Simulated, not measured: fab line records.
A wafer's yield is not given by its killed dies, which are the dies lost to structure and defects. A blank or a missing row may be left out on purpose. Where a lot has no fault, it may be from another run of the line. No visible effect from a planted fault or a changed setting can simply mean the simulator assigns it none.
fab line records | flow nandHarc
[record] lots = 7 | wafers = 21 | lastDay = 33
route steps=1302 shown THIN_TSV@1283 END@1302
lots that met no fault: from a run of the same line without faults
startH: start of the lot's first displayed wafer, in hours after the record's first day | waitH: hours since the lot's step before | " same as the row above | L1.1+2: a row that stands for several wafers | - no value, or no start was given | * or withheld: withheld | < > ~ a bound
route shown NAME@n: a module of which the file shows steps, and the number in the route of the first | usual: mean and standard deviation over wafers with no fault | same: alike in all rows | chamber/n: place in a boat | sites: per-site readings | _std_site: standard deviation across them | _edge_site: mean of outer sites minus mean of inner sites | radiusMm: how far each site lies from the wafer's centre | mask NAME#n: copy n | behind: tool/chamber where the wafer was last shaped | hold: reason for holding the lot/hours on hold/outcome of the hold | device: the n, p or np transistor that did not switch | end of line: the tests these same wafers got at the end of their route | a step given without rows: its recipe and nothing more | killed: dies that structure and defects cost at the first sort, which is not the same as the wafer's yield | map: per-die view of a wafer (x killed, . not killed, _ where there is no die)
set.NAME: the setting the step ran with; set.NAME@STEP: the setting that earlier step ran with | model.NAME: the simulator's own value behind a step, which no gauge read
lots at some steps of the route; a table a step, a row a wafer
services: from which hour (startH, from the record's first day; less than 0 if before it) a tool's chamber was out of use, for how many hours, and why
[[steps]]
[step NHARC_THIN_TSV_DEHYDRATE_25]
[recipe] tempC = 150 | timeS = 120
[step NHARC_THIN_TSV_HMDS_26]
[recipe] timeS = 30
[step NHARC_THIN_TSV_COAT_27]
[recipe] spinRpm = *
[step NHARC_THIN_TSV_SOFTBAKE_28]
[recipe] tempC = 122 | timeS = 95
[step NHARC_THIN_TSV_EBR_29]
[step NHARC_THIN_TSV_EXPOSE_30]
[recipe] na = 0.55 | doseMj = 11.47 | maskId = PAD
[step NHARC_THIN_TSV_PEB_31]
[recipe] pebTempC = 118 | pebTimeS = 85
[step NHARC_THIN_TSV_DEVELOP_32]
[recipe] timeS = 70
[step NHARC_THIN_TSV_CD_MEAS_33]
[recipe] targetCdNm = 5000 | landingEnergyEv = 500
[usual] cdNm = 5000.4/2.1
[same] landingEnergyEv = 500
lot.wafer | tool     | chamber | startH | waitH | cdNm
L344.3    | cdSem-03 | 0       | 579.01 | -     | 4998.4
L344.4    | "        | 0       | "      | "     | 4998.6
L344.5    | "        | 0       | "      | "     | 5000.1
L350.1    | cdSem-01 | 0       | 626.80 | -     | 4999.7
L350.2    | "        | 0       | "      | "     | 4999.0
L350.6    | "        | 0       | "      | "     | 4997.7
L352.1    | cdSem-03 | 0       | 651.77 | -     | 5000.7
L352.3    | "        | 0       | "      | "     | 5002.7
L352.5    | "        | 0       | "      | "     | 5005.5
L351.1    | cdSem-02 | 0       | 663.78 | -     | 5000.3
L351.2    | "        | 0       | "      | "     | 5002.0
L351.5    | "        | 0       | "      | "     | 5001.2
L354.3    | cdSem-03 | 0       | 677.90 | -     | 4997.4
L354.5    | "        | 0       | "      | "     | 4997.3
L354.6    | "        | 0       | "      | "     | 4999.8
L359.3    | cdSem-03 | 0       | 705.29 | -     | 4998.9
L359.5    | "        | 0       | "      | "     | 4995.8
L359.6    | "        | 0       | "      | "     | 4999.9
L365.1    | cdSem-03 | 0       | 779.23 | -     | 5003.3
L365.4    | "        | 0       | "      | "     | 5003.2
L365.6    | "        | 0       | "      | "     | 5001.2
[step NHARC_THIN_TSV_HARDBAKE_34]
[recipe] tempC = 125 | timeS = 80
[step NHARC_THIN_TSV_DESCUM_35]
[recipe] timeS = 3 | o2FlowSccm = 200 | arFlowSccm = 0 | biasPowerW = 0 | chemistry = O2
[usual] drypumpMotorCurrentA = 5.3/0.44 | oesProductAu = 0.995/0.008 | rfVppV = 57.5/0.85 | showerheadPlenumPTorr = 1.88/0.077 | throttleValvePct = 11.311/0.009
lot.wafer | tool       | chamber | startH | waitH | drypumpMotorCurrentA | oesProductAu | rfHoursCounterH | rfVppV | showerheadPlenumPTorr | throttleValvePct
L344.3    | rieDiel-13 | 3       | 579.19 | -     | 5.1                  | 1.004        | 2.7             | 56.1   | 1.89                  | 11.310
L344.4    | "          | 1       | "      | "     | 5.0                  | 0.998        | -               | 57.2   | 1.87                  | 11.293
L344.5    | "          | 3       | "      | "     | 5.1                  | 1.006        | -               | 58.1   | 1.89                  | 11.315
L350.1    | rieDiel-13 | 2       | 626.96 | -     | 6.2                  | 0.994        | 6.1             | 56.8   | 1.80                  | 11.303
L350.2    | "          | 1       | "      | "     | 5.0                  | 0.982        | 6.7             | 58.5   | 1.87                  | 11.300
L350.6    | "          | 2       | "      | "     | 6.2                  | 1.005        | -               | 57.5   | 1.80                  | 11.318
L352.1    | rieDiel-09 | 1       | 651.94 | -     | 5.9                  | 0.997        | 8.0             | 57.3   | 2.02                  | 11.304
L352.3    | "          | 3       | "      | "     | 5.1                  | 0.987        | 6.1             | 57.6   | 1.82                  | 11.305
L352.5    | "          | 0       | "      | "     | 5.7                  | 0.991        | -               | 57.2   | 1.85                  | 11.315
L351.2    | rieDiel-13 | 0       | 663.95 | -     | 5.8                  | 1.000        | 7.8             | 57.8   | 1.83                  | 11.321
L351.1    | "          | 2       | "      | "     | 6.2                  | 0.994        | 8.9             | 56.4   | 1.80                  | 11.306
L351.5    | "          | 3       | "      | "     | 5.1                  | 0.993        | -               | 58.0   | 1.89                  | 11.311
L354.3    | rieDiel-08 | 2       | 678.10 | -     | 4.8                  | 0.993        | 7.2             | 57.6   | 1.94                  | 11.327
L354.5    | "          | 3       | "      | "     | 5.2                  | 0.996        | -               | 57.7   | 1.79                  | 11.306
L354.6    | "          | 0       | "      | "     | 5.0                  | 0.983        | -               | 58.1   | 1.82                  | 11.318
L359.3    | rieDiel-09 | 1       | 705.44 | -     | 5.8                  | 0.992        | 1.3             | 56.3   | 2.02                  | 11.299
L359.6    | "          | 1       | "      | "     | 5.8                  | 0.998        | -               | 56.8   | 2.02                  | 11.300
L359.5    | "          | 2       | "      | "     | 4.7                  | 1.002        | -               | 58.1   | 1.89                  | 11.315
L365.1    | rieDiel-13 | 2       | 779.38 | -     | 6.2                  | 0.997        | 4.2             | 57.7   | 1.80                  | 11.298
L365.4    | "          | 0       | "      | "     | 5.7                  | 1.003        | 3.9             | 57.0   | 1.82                  | 11.302
L365.6    | "          | 2       | "      | "     | 6.3                  | 0.992        | -               | 57.5   | 1.80                  | 11.321
[step NHARC_THIN_TSV_ETCH_59]
[recipe] targetDepthA = 8800 | icpW = 900 | biasW = 100 | Cl2_flow_sccm = 60 | bcl3FlowSccm = 30 | timeS = 138.1 | chemistry = Cl2/BCl3
[usual] bcl3FlowSccm = 30.00/0.093 | biasW = 100.02/0.29 | drypumpMotorCurrentA = 5.7/0.45 | oesProductAu = 1.001/0.0099 | rfFwdPowerW = 894/3.4 | throttleValvePct = 22.263/0.0092
lot.wafer | tool        | chamber | startH | waitH | bcl3FlowSccm | biasW  | drypumpMotorCurrentA | oesProductAu | rfFwdPowerW | rfHoursCounterH | throttleValvePct
L344.3    | rieMetal-03 | 0       | 579.39 | 0.2   | 30.04        | 99.94  | 4.8                  | 0.987        | 894         | -               | 22.262
L344.4    | "           | 1       | "      | "     | 30.05        | 99.58  | 6.0                  | 0.999        | 894         | -               | 22.272
L344.5    | "           | 1       | "      | "     | 30.05        | 99.80  | 6.0                  | 1.002        | 894         | -               | 22.267
L350.1    | rieMetal-03 | 0       | 627.09 | 0.1   | 29.95        | 100.66 | 4.8                  | 0.988        | 899         | 1.8             | 22.249
L350.2    | "           | 1       | "      | "     | 30.16        | 100.28 | 5.9                  | 1.005        | 897         | 1.8             | 22.261
L350.6    | "           | 0       | "      | "     | 29.97        | 100.52 | 4.8                  | 0.984        | 893         | -               | 22.267
L352.1    | rieMetal-01 | 0       | 652.09 | 0.1   | 29.93        | 99.63  | 5.6                  | 0.993        | 893         | 0.0             | 22.256
L352.3    | "           | 1       | "      | "     | 30.05        | 99.74  | 5.4                  | 1.001        | 899         | -               | 22.267
L352.5    | "           | 0       | "      | "     | 29.94        | 99.66  | 5.6                  | 0.998        | 895         | -               | 22.253
L351.2    | rieMetal-02 | 1       | 664.07 | 0.1   | 29.97        | 100.24 | 6.1                  | 1.003        | 892         | 0.3             | 22.256
L351.1    | "           | 0       | "      | "     | 29.95        | 99.54  | 5.7                  | 0.993        | 897         | 0.3             | 22.270
L351.5    | "           | 0       | "      | "     | 30.05        | 99.66  | 5.7                  | 0.997        | 897         | -               | 22.253
L354.3    | rieMetal-03 | 0       | 678.29 | 0.2   | 29.91        | 99.82  | 4.8                  | 0.996        | 895         | -               | 22.278
L354.5    | "           | 1       | "      | "     | 30.17        | 100.16 | 5.9                  | 0.995        | 893         | -               | 22.268
L354.6    | "           | 0       | "      | "     | 29.97        | 100.19 | 4.8                  | 1.000        | 897         | -               | 22.260
L359.3    | rieMetal-03 | 0       | 705.68 | 0.2   | 29.98        | 99.95  | 4.8                  | 0.990        | 896         | -               | 22.257
L359.5    | "           | 1       | "      | "     | 29.85        | 100.52 | 6.0                  | 1.009        | 887         | -               | 22.266
L359.6    | "           | 0       | "      | "     | 29.97        | 99.97  | 4.8                  | 0.999        | 895         | -               | 22.260
L365.1    | rieMetal-01 | 0       | 779.55 | 0.2   | 29.93        | 100.20 | 5.6                  | 1.000        | 892         | 0.2             | 22.262
L365.4    | "           | 0       | "      | "     | 30.02        | 100.50 | 5.6                  | 0.995        | 892         | -               | 22.261
L365.6    | "           | 0       | "      | "     | 29.98        | 100.01 | 5.6                  | 1.004        | 895         | -               | 22.260
[step NHARC_THIN_TSV_ETCH_36]
[recipe] targetDepthA = 650 | overEtchFrac = 0.3 | timeS = 18.571 | ionEnergyEv = 150 | chemistry = Cl2/BCl3
[usual] chamberPressureMTorr = 10.000/0.0095 | drypumpMotorCurrentA = 5.6/0.46 | oesProductAu = 1.001/0.0096
lot.wafer | tool        | chamber | startH | waitH | chamberPressureMTorr | drypumpMotorCurrentA | oesProductAu | rfHoursCounterH
L344.4    | rieMetal-03 | 1       | 579.58 | 0.1   | 10.009               | 5.9                  | 1.006        | -
L344.3    | "           | 0       | "      | "     | 10.004               | 4.8                  | 0.987        | -
L344.5    | "           | 0       | "      | "     | 9.997                | 4.8                  | 0.989        | -
L350.2    | rieMetal-03 | 1       | 627.35 | 0.2   | 10.000               | 5.9                  | 1.005        | 1.9
L350.1    | "           | 0       | "      | "     | 10.004               | 4.8                  | 0.992        | 1.9
L350.6    | "           | 1       | "      | "     | 9.974                | 5.9                  | 1.005        | -
L352.1    | rieMetal-01 | 0       | 652.32 | 0.2   | -                    | -                    | -            | -
L352.3    | "           | 0       | "      | "     | -                    | -                    | -            | -
L352.5    | "           | 0       | "      | "     | -                    | -                    | -            | -
L351.1    | rieMetal-02 | 0       | 664.32 | 0.2   | -                    | -                    | -            | -
L351.2    | "           | 1       | "      | "     | -                    | -                    | -            | -
L351.5    | "           | 1       | "      | "     | -                    | -                    | -            | -
L354.3    | rieMetal-03 | 1       | 678.46 | 0.1   | -                    | -                    | -            | -
L354.5    | "           | 1       | "      | "     | -                    | -                    | -            | -
L354.6    | "           | 0       | "      | "     | -                    | -                    | -            | -
L359.3    | rieMetal-03 | 1       | 705.84 | 0.1   | 9.999                | 6.0                  | 1.009        | -
L359.6    | "           | 1       | "      | "     | 10.010               | 6.0                  | 1.015        | -
L359.5    | "           | 0       | "      | "     | 9.995                | 4.8                  | 1.001        | -
L365.1    | rieMetal-01 | 1       | 779.77 | 0.2   | 9.980                | 5.4                  | 1.029        | 0.4
L365.4    | "           | 0       | "      | "     | 9.991                | 5.6                  | 1.006        | -
L365.6    | "           | 1       | "      | "     | 9.994                | 5.4                  | 1.021        | -
[step NHARC_THIN_TSV_STRIP_56]
[recipe] powerW = 1500 | tempC = 250 | chemistry = O2
[usual] drypumpMotorCurrentA = 5.6/0.38 | heaterPowerW = 347/11
lot.wafer | tool           | chamber | startH | waitH | drypumpMotorCurrentA | heaterPowerW | rfHoursCounterH
L344.3    | plasmaAsher-02 | 1       | 579.76 | 0.2   | 6.1                  | 350          | -
L344.4    | "              | 0       | "      | "     | 5.8                  | 332          | -
L344.5    | "              | 0       | "      | "     | 5.8                  | 328          | -
L350.2    | plasmaAsher-02 | 1       | 627.45 | 0.1   | 6.0                  | 359          | 4
L350.1    | "              | 0       | "      | "     | 5.8                  | 344          | 4
L350.6    | "              | 1       | "      | "     | 6.1                  | 361          | -
L352.1    | plasmaAsher-02 | 1       | 652.41 | 0.1   | 6.1                  | 349          | 9
L352.3    | "              | 0       | "      | "     | 5.8                  | 350          | -
L352.5    | "              | 1       | "      | "     | 6.1                  | 350          | -
L351.1    | plasmaAsher-02 | 1       | 664.42 | 0.1   | 6.0                  | 354          | 10
L351.2    | "              | 0       | "      | "     | 5.8                  | 339          | 10
L351.5    | "              | 0       | "      | "     | 5.8                  | 352          | -
L354.3    | plasmaAsher-01 | 1       | 678.64 | 0.2   | 5.5                  | 335          | -
L354.6    | "              | 1       | "      | "     | 5.5                  | 340          | -
L354.5    | "              | 0       | "      | "     | 5.0                  | 352          | -
L359.3    | plasmaAsher-01 | 1       | 706.02 | 0.2   | 5.5                  | 333          | -
L359.5    | "              | 1       | "      | "     | 5.5                  | 337          | -
L359.6    | "              | 0       | "      | "     | 5.0                  | 356          | -
L365.1    | plasmaAsher-02 | 0       | 779.87 | 0.1   | 5.8                  | 333          | 35
L365.4    | "              | 1       | "      | "     | 6.1                  | 361          | -
L365.6    | "              | 1       | "      | "     | 6.1                  | 353          | -
[step NHARC_END_SORT_01]
[recipe] tempC = 25
[usual] defectLimitedYield = 91/3 | killedAtArray = 54/21 | killedAtOther = 1.0/1.2 | killedAtPeriphery = 3.6/2.6 | killedDies = 58/20 | killedOpen = 3.3/1.9 | killedShort = 2.6/1.5 | sort_bin_2_pct = 3.1/1.4 | sort_bin_3_pct = 0.6/0.37 | sort_bin_4_pct = 4.9/1.6 | sortNPass = 619/20 | sortRimYieldPct = 91/4.3 | sortYieldPct = 91/3
[same] grossDies = 677 | sort_bin_5_pct[%] = 0 | sort_bin_6_pct[%] = 0 | sort_bin_7_pct[%] = 0 | sort_bin_8_pct[%] = 0 | sortRimNGross = 106.00
lot.wafer | tool      | chamber | startH | waitH | defectLimitedYield[%] | killedAtArray | killedAtOther | killedAtPeriphery | killedDies | killedOpen | killedShort | sort_bin_2_pct[%] | sort_bin_3_pct[%] | sort_bin_4_pct[%] | sortNPass | sortRimYieldPct[%] | sortYieldPct[%]
L344.3    | prober-01 | 0       | 588.59 | 3.1   | 97                    | 18            | 0             | 2                 | 20         | 3          | 2           | 1.3               | 0                 | 1.6               | 657       | 96                 | 97
L344.4    | prober-01 | 0       | 589.38 | 3.4   | 97                    | 21            | 0             | 2                 | 23         | 4          | 1           | 0.6               | 0                 | 2.8               | 654       | 94                 | 97
L344.5    | prober-01 | 0       | 590.17 | 3.7   | 96                    | 23            | 0             | 3                 | 26         | 2          | 3           | 0.7               | 0.3               | 2.8               | 651       | 92                 | 96
L352.1    | prober-01 | 0       | 659.78 | 2.5   | 0                     | 30            | 646           | 1                 | 677        | 2          | 1           | 96.6              | 0                 | 3.4               | 0         | 0                  | 0
L352.3    | prober-01 | 0       | 661.37 | 3.1   | 0                     | 27            | 645           | 5                 | 677        | 5          | 3           | 96.3              | 0.3               | 3.4               | 0         | 0                  | 0
L352.5    | prober-01 | 0       | 662.96 | 3.7   | 0                     | 45            | 629           | 3                 | 677        | 5          | 4           | 95.4              | 0.4               | 4.1               | 0         | 0                  | 0
L351.1    | prober-01 | 0       | 676.02 | 2.5   | 0                     | 85            | 589           | 3                 | 677        | 12         | 5           | 90.4              | 1.6               | 8.0               | 0         | 0                  | 0
L351.2    | prober-01 | 0       | 676.81 | 2.8   | 0                     | 63            | 611           | 3                 | 677        | 5          | 1           | 94.5              | 0.6               | 4.9               | 0         | 0                  | 0
L351.5    | prober-01 | 0       | 679.18 | 3.7   | 0                     | 80            | 596           | 1                 | 677        | 4          | 6           | 92.6              | 0.1               | 7.2               | 0         | 0                  | 0
L354.3    | prober-02 | 0       | 689.03 | 3.1   | 0                     | 18            | 658           | 1                 | 677        | 0          | 3           | 98.4              | 0.1               | 1.5               | 0         | 0                  | 0
L354.5    | prober-02 | 0       | 690.65 | 3.7   | 0                     | 21            | 652           | 4                 | 677        | 4          | 3           | 97.5              | 0                 | 2.5               | 0         | 0                  | 0
L354.6    | prober-02 | 0       | 691.46 | 4.0   | 0                     | 22            | 654           | 1                 | 677        | 5          | 2           | 96.9              | 0.1               | 3.0               | 0         | 0                  | 0
// killed by level:class
L344.3 A_CHANNEL_HOLE_D2:chamberFilmFlake=7 A_M0:geometricParticle:open=2 A_STAIRCASE:chamberFilmFlake=2 A_CONTACT:chamberFilmFlake=2 A_CHANNEL_FILL_D1:geometricParticle:open=1 A_CHANNEL_FILL_D1:geometricParticle:short=1 A_ONON_D2:geometricParticle:short=1 P_ZERO_WELL:chamberFilmFlake=1
L344.4 A_CHANNEL_HOLE_D2:chamberFilmFlake=6 A_CONTACT:chamberFilmFlake=5 A_ONON_D2:geometricParticle:open=2 A_CHANNEL_HOLE_D1:chamberFilmFlake=2 A_CHANNEL_FILL_D2:geometricParticle:short=1 A_CONTACT:geometricParticle:open=1 A_M0:geometricParticle:open=1 P_ZERO_WELL:chamberFilmFlake=1
L344.5 A_CHANNEL_HOLE_D2:chamberFilmFlake=5 A_CONTACT:chamberFilmFlake=5 A_CHANNEL_HOLE_D1:chamberFilmFlake=3 A_M1:chamberFilmFlake=2 A_ONON_D1:geometricParticle:short=1 A_CHANNEL_HOLE_D1:geometricParticle:short=1 A_ONON_D2:geometricParticle:short=1 A_CHANNEL_FILL_D2:geometricParticle:open=1
L352.1 THIN_TSV:areaEtch=644 A_CHANNEL_HOLE_D1:chamberFilmFlake=9 A_CONTACT:chamberFilmFlake=8 A_SLIT:chamberFilmFlake=4 A_ONON_D2:geometricParticle:open=2 A_M1:chamberFilmFlake=2 THIN_TSV:chamberFilmFlake=2 A_CHANNEL_FILL_D2:geometricParticle:short=1
L352.3 THIN_TSV:areaEtch=645 A_CONTACT:chamberFilmFlake=8 A_CHANNEL_HOLE_D1:chamberFilmFlake=6 P_GATE:chamberFilmFlake=4 A_CHANNEL_FILL_D2:geometricParticle:open=3 A_M0:geometricParticle:open=2 A_CHANNEL_HOLE_D2:chamberFilmFlake=2 A_CHANNEL_FILL_D2:geometricParticle:short=1
L352.5 THIN_TSV:areaEtch=629 A_CHANNEL_HOLE_D1:chamberFilmFlake=16 A_CONTACT:chamberFilmFlake=12 A_SLIT:chamberFilmFlake=4 A_ONON_D1:geometricParticle:open=2 A_CHANNEL_FILL_D2:geometricParticle:open=2 A_STAIRCASE:chamberFilmFlake=2 A_WL_FILL:chamberFilmFlake=2
L351.1 THIN_TSV:areaEtch=587 A_CHANNEL_HOLE_D1:chamberFilmFlake=30 A_SLIT:chamberFilmFlake=24 A_CHANNEL_HOLE_D2:chamberFilmFlake=12 A_CONTACT:geometricParticle:open=3 A_M0:geometricParticle:open=3 A_SOURCE_PLATE:geometricParticle:short=2 P_ZERO_WELL:chamberFilmFlake=2
L351.2 THIN_TSV:areaEtch=609 A_CHANNEL_HOLE_D1:chamberFilmFlake=31 A_SLIT:chamberFilmFlake=16 A_CHANNEL_HOLE_D2:chamberFilmFlake=7 A_M1:chamberFilmFlake=3 A_CHANNEL_FILL_D2:geometricParticle:open=2 A_CONTACT:chamberFilmFlake=2 THIN_TSV:chamberFilmFlake=2
L351.5 THIN_TSV:areaEtch=594 A_CHANNEL_HOLE_D1:chamberFilmFlake=33 A_SLIT:chamberFilmFlake=21 A_CHANNEL_HOLE_D2:chamberFilmFlake=13 A_ONON_D1:geometricParticle:open=3 A_CHANNEL_FILL_D2:geometricParticle:short=2 HYBRID_BOND:chamberFilmFlake=2 A_CONTACT:chamberFilmFlake=2
L354.3 THIN_TSV:areaEtch=657 A_CHANNEL_HOLE_D1:chamberFilmFlake=6 A_WL_FILL:chamberFilmFlake=5 A_CHANNEL_FILL_D2:chamberFilmFlake=2 A_DECK1_JOINT:geometricParticle:short=1 A_ONON_D2:geometricParticle:short=1 A_M0:geometricParticle:short=1 P_GATE:chamberFilmFlake=1
L354.5 THIN_TSV:areaEtch=652 A_CHANNEL_HOLE_D1:chamberFilmFlake=5 A_WL_FILL:chamberFilmFlake=4 A_STAIRCASE:chamberFilmFlake=3 A_ONON_D1:geometricParticle:short=2 A_SLIT:chamberFilmFlake=2 P_GATE:geometricParticle:open=1 P_M0:geometricParticle:open=1
L354.6 THIN_TSV:areaEtch=653 A_CHANNEL_HOLE_D1:chamberFilmFlake=6 A_WL_FILL:chamberFilmFlake=5 A_ONON_D2:geometricParticle:open=2 A_SLIT:chamberFilmFlake=2 P_M1:geometricParticle:short=1 A_CHANNEL_HOLE_D2:geometricParticle:short=1 A_CHANNEL_FILL_D2:geometricParticle:open=1
// map L351.1 (x killed, . not)
____________x____________
_________xxxxxxx_________
_______xxxxxxxxxxx_______
______xxxxxxxxxxxxx______
_____xxxxxxxxxxxxxxx_____
____xxxxxxxxxxxxxxxxx____
____xxxxxxxxxxxxxxxxx____
___xxxxxxxxxxxxxxxxxxx___
___xxxxxxxxxxxxxxxxxxx___
__xxxxxxxxxxxxxxxxxxxxx__
__xxxxxxxxxxxxxxxxxxxxx__
_xxxxxxxxxxxxxxxxxxxxxxx_
_xxxxxxxxxxxxxxxxxxxxxxx_
_xxxxxxxxxxxxxxxxxxxxxxx_
_xxxxxxxxxxxxxxxxxxxxxxx_
_xxxxxxxxxxxxxxxxxxxxxxx_
xxxxxxxxxxxxxxxxxxxxxxxxx
xxxxxxxxxxxxxxxxxxxxxxxxx
xxxxxxxxxxxxxxxxxxxxxxxxx
xxxxxxxxxxxxxxxxxxxxxxxxx
xxxxxxxxxxxxxxxxxxxxxxxxx
_xxxxxxxxxxxxxxxxxxxxxxx_
_xxxxxxxxxxxxxxxxxxxxxxx_
_xxxxxxxxxxxxxxxxxxxxxxx_
_xxxxxxxxxxxxxxxxxxxxxxx_
_xxxxxxxxxxxxxxxxxxxxxxx_
__xxxxxxxxxxxxxxxxxxxxx__
__xxxxxxxxxxxxxxxxxxxxx__
___xxxxxxxxxxxxxxxxxxx___
___xxxxxxxxxxxxxxxxxxx___
____xxxxxxxxxxxxxxxxx____
____xxxxxxxxxxxxxxxxx____
_____xxxxxxxxxxxxxxx_____
______xxxxxxxxxxxxx______
_______xxxxxxxxxxx_______
_________xxxxxxx_________
____________x____________
// map L352.1 (x killed, . not)
____________x____________
_________xxxxxxx_________
_______xxxxxxxxxxx_______
______xxxxxxxxxxxxx______
_____xxxxxxxxxxxxxxx_____
____xxxxxxxxxxxxxxxxx____
____xxxxxxxxxxxxxxxxx____
___xxxxxxxxxxxxxxxxxxx___
___xxxxxxxxxxxxxxxxxxx___
__xxxxxxxxxxxxxxxxxxxxx__
__xxxxxxxxxxxxxxxxxxxxx__
_xxxxxxxxxxxxxxxxxxxxxxx_
_xxxxxxxxxxxxxxxxxxxxxxx_
_xxxxxxxxxxxxxxxxxxxxxxx_
_xxxxxxxxxxxxxxxxxxxxxxx_
_xxxxxxxxxxxxxxxxxxxxxxx_
xxxxxxxxxxxxxxxxxxxxxxxxx
xxxxxxxxxxxxxxxxxxxxxxxxx
xxxxxxxxxxxxxxxxxxxxxxxxx
xxxxxxxxxxxxxxxxxxxxxxxxx
xxxxxxxxxxxxxxxxxxxxxxxxx
_xxxxxxxxxxxxxxxxxxxxxxx_
_xxxxxxxxxxxxxxxxxxxxxxx_
_xxxxxxxxxxxxxxxxxxxxxxx_
_xxxxxxxxxxxxxxxxxxxxxxx_
_xxxxxxxxxxxxxxxxxxxxxxx_
__xxxxxxxxxxxxxxxxxxxxx__
__xxxxxxxxxxxxxxxxxxxxx__
___xxxxxxxxxxxxxxxxxxx___
___xxxxxxxxxxxxxxxxxxx___
____xxxxxxxxxxxxxxxxx____
____xxxxxxxxxxxxxxxxx____
_____xxxxxxxxxxxxxxx_____
______xxxxxxxxxxxxx______
_______xxxxxxxxxxx_______
_________xxxxxxx_________
____________x____________
[[services]]
tool           | chamber | startH | hours | kind
rieDiel-08     | 0       | 556.22 | 4.3   | repair
rieMetal-01    | -       | 575.00 | 9.0   | pm
rieDiel-09     | 2       | 575.44 | 5.1   | repair
rieDiel-13     | 2       | 578.29 | 4.9   | repair
rieDiel-08     | 0       | 581.15 | 3.3   | repair
rieMetal-03    | -       | 595.99 | 0.7   | repair
plasmaAsher-02 | -       | 603.00 | 9.0   | pm
rieDiel-09     | 3       | 609.11 | 21.1  | repair
rieMetal-01    | -       | 617.99 | 10.0  | repair
plasmaAsher-01 | -       | 629.10 | 0.8   | repair
rieDiel-13     | 0       | 629.70 | 9.9   | repair
rieMetal-02    | -       | 631.00 | 9.0   | pm
rieMetal-03    | 0       | 672.35 | 2.1   | repair
rieDiel-09     | -       | 674.10 | 9.0   | pm
rieDiel-13     | -       | 696.00 | 9.0   | pm
rieMetal-03    | -       | 696.00 | 9.0   | pm
plasmaAsher-01 | -       | 696.53 | 9.0   | pm
rieMetal-03    | 0       | 708.10 | 10.2  | repair
rieMetal-02    | -       | 709.26 | 1.1   | repair
plasmaAsher-02 | -       | 717.39 | 0.3   | repair
rieDiel-08     | -       | 721.80 | 9.0   | pm
rieDiel-13     | -       | 741.53 | 2.2   | repair
rieDiel-08     | -       | 750.32 | 0.3   | repair
rieMetal-01    | -       | 752.00 | 9.0   | pm
[[key]]
[firstSign] step = NHARC_THIN_TSV_ETCH_36 | reading = toolRecord | direction = missing
[effect] step = NHARC_END_SORT_01 | reading = killedAtOther | direction = up | sigmas = 99+ | usual = 1.0 | struck = 631.1
[moreKillsBornAt] NHARC_THIN_TSV_ETCH_36@rieMetal-03 = 1962 | NHARC_THIN_TSV_ETCH_36@rieMetal-01 = 1916 | NHARC_THIN_TSV_ETCH_36@rieMetal-02 = 1790
metAt NHARC_THIN_TSV_ETCH_36
struckWafers L351.1,L351.2,L351.5,L352.1,L352.3,L352.5,L354.3,L354.5,L354.6
laterRowsLeftOut L351.1,L351.2,L351.5,L352.1,L352.3,L352.5,L354.3,L354.5,L354.6
onsetBetween 627.35 652.32
[fault] kind = skippedStepWhole | tool = rieMetal-01,rieMetal-02,rieMetal-03 | chamber = - | onsetH = 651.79 | steps = NHARC_THIN_TSV_ETCH_36 | scope = struckLotsOnly
// laterRowsLeftOut: the simulator's readings of these wafers behind a module that went badly wrong aren't trusted and aren't shown, but for the sort
